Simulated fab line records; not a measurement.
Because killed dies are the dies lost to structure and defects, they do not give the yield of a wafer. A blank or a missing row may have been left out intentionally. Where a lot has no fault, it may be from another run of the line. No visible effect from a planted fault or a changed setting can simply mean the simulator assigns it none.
Matching of chambers | flow n5Finfet | 4 sister chambers for N5_BEOL_M8_ETCH_66 on rieDiel-03
The step etches SOC in N2/H2, target depth 80 nm, overetch 16 nm, time 120 s. 4 wafers are shown with their chamber, then 7 later ones without.

## WAFERS PAIRED WITH THEIR CHAMBERS
wafer  | chamber | drypumpMotorCurrentA (A)
L288.5 | 3       | 6.6
L291.3 | 1       | 6.6
L294.1 | 2       | 4.8
L294.2 | 0       | 5.0

## WAFERS WHOSE CHAMBER IS MISSING
wafer  | drypumpMotorCurrentA (A)
L294.3 | 6.6
L298.1 | 4.8
L298.2 | 6.6
L298.5 | 4.8
L301.2 | 6.6
L301.3 | 6.5
L301.6 | 4.8

## EACH ONE'S CHAMBER
wafer  | from the rows above     | in truth
L294.3 | can't be placed: 1 or 3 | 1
L298.1 | 2                       | 2
L298.2 | can't be placed: 1 or 3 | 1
L298.5 | 2                       | 2
L301.2 | can't be placed: 1 or 3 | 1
L301.3 | can't be placed: 1 or 3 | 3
L301.6 | 2                       | 2
Correctly placed: 3 of 7. Not placeable from these rows: 4 (in 4, the candidates include the true chamber). Placed wrongly: 0.
How it was worked out, from the rows above alone: a wafer's distance from a chamber is the root of the sum, over the readings, of the square of ((its reading less the chamber's mean) divided by the reading's scatter). If the next closest chamber is less than 2 further off than the closest, the wafer can't be placed; otherwise it belongs to the closest. Each chamber's mean is taken over the wafers shown for it. The scatter: with one shown wafer a chamber, the root of the mean of the squares of how far each hidden wafer lies from its nearest shown one.
